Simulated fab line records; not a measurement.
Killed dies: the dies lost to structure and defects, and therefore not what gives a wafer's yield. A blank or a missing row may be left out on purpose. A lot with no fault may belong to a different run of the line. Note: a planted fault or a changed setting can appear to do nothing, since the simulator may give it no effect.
A lot that was struck, set against a sound lot ; flow n5Finfet ; 16 steps out of a route of 1938
Sound: these wafers, L884.1, L884.3, L884.4. The struck wafers were L894.2, L894.4, L894.6. The cause is named last.
At each step with rows: each side's tool, then ch and its chambers, then its first start. Under that, the readings that differ: sound wafers ; struck wafers ; difference of the means ; sigmas: that difference in standard deviations of wafers without a fault.
alike: readings with means less than 2 such deviations apart, plus words and numbers identical on both sides. not compared: withheld readings, readings lacking a value on some wafer, bounds such as >300 that could conceal the same value, and numbers that have no deviation in the record and whose values overlap.
Wherever a step has rows on one side only, a row that says differs or no value, or a row with sigmas, the two part there. Non-overlapping numbers with no deviation appear without sigmas and do not part them. Lack of a reading on every wafer of one side parts them only where that side has two or more wafers.

first, 2 steps without rows for these wafers: N5_BEOL_M3_STRIP_65 (strips in N2/H2); N5_BEOL_M3_STRIP_75 (strips in N2/H2).
N5_BEOL_M3_STRIP_66: strips in CF4.
  sound on rieDiel-02 ch 0,1,3, day 9 06:45; struck on rieDiel-01 ch 0,1,3, day 12 09:35
  alike: drypumpMotorCurrentA, oesProductAu, rfVppV, showerheadPlenumPTorr, throttleValvePct
  not compared: rfHoursCounterH
N5_BEOL_M3_HM_OPEN_17: chemistry Cl2/BCl3, target TiN, target depth 20 nm, overetch 6 nm.
  sound on rieMetal-02 ch 0,1, day 9 06:47; struck on rieMetal-01 ch 0,1, day 12 09:38
  alike: bcl3FlowSccm, drypumpMotorCurrentA, oesProductAu, throttleValvePct
  not compared: rfHoursCounterH
N5_BEOL_M3_STRIP_19: strips in O2.
  sound on rieDiel-01 ch 0,1,3, day 9 06:55; struck on rieDiel-05 ch 1,3, day 12 09:49
  alike: drypumpMotorCurrentA, oesProductAu, rfVppV, showerheadPlenumPTorr, throttleValvePct
  not compared: rfHoursCounterH
N5_BEOL_M3_CD_MEAS_18: pitch 36 nm, target cd 18 nm.
  sound on cdSem-01 at day 9 06:58; struck on cdSem-02 at day 12 09:53
  alike: cdNm
then, 6 steps without rows for these wafers: N5_BEOL_M3_COAT_67 (time 60 s, resist thk 60 nm); N5_BEOL_M3_COAT_68 (time 60 s, resist thk 12 nm); N5_BEOL_M3_COAT_76 (time 60 s, resist thk 5 nm); N5_BEOL_M3_COAT_22 (resist thk 30 nm); N5_BEOL_M3_EBR_24; N5_BEOL_M3_SOFTBAKE_23 (time 60 s).
N5_BEOL_M3_EXPOSE_25: exposes mask V2, defocus 5 nm.
  sound on euvScanner-02 ch 0, day 9 07:16; struck on euvScanner-01 ch 0, day 12 10:04
reading;sound;struck;difference;sigmas
exposureDoseMJCm2;62.77 62.72 62.65;64.02 64.09 64.11;+1.36;+17
  alike: mask
then, 1 step without rows for these wafers: N5_BEOL_M3_PEB_26 (peb time 60 s).
N5_BEOL_M4_RC_MEAS_101:
  sound on prober-02 ch 0, day 10 04:01; struck on prober-01 ch 0, day 13 10:06
reading;sound;struck;difference;sigmas
DIBL_P (mV/V);34.9 37.5 39.8;32.2 35.1 32.0;-4.3;-2
IOFF_N (nA/um);0.161 0.207 0.235;0.118 0.159 0.126;-0.067;-2
IOFF_P (nA/um);0.21 0.25 0.27;0.15 0.19 0.15;-0.08;-2
SS_P (mV/dec);73.3 73.8 74.7;71.8 72.5 71.9;-1.9;-3
  alike: DIBL_N, ION_N, ION_P, SS_N, VT_N, VT_P
N5_PASSIVATION_PROBE_49:
  the record holds rows for the sound wafers here (prober-02, day 14 20:58) but none for the struck ones

== WHERE THEY PART ==
First at N5_BEOL_M3_EXPOSE_25; last, within this record, at N5_PASSIVATION_PROBE_49.

WHY: whatever the simulator had introduced
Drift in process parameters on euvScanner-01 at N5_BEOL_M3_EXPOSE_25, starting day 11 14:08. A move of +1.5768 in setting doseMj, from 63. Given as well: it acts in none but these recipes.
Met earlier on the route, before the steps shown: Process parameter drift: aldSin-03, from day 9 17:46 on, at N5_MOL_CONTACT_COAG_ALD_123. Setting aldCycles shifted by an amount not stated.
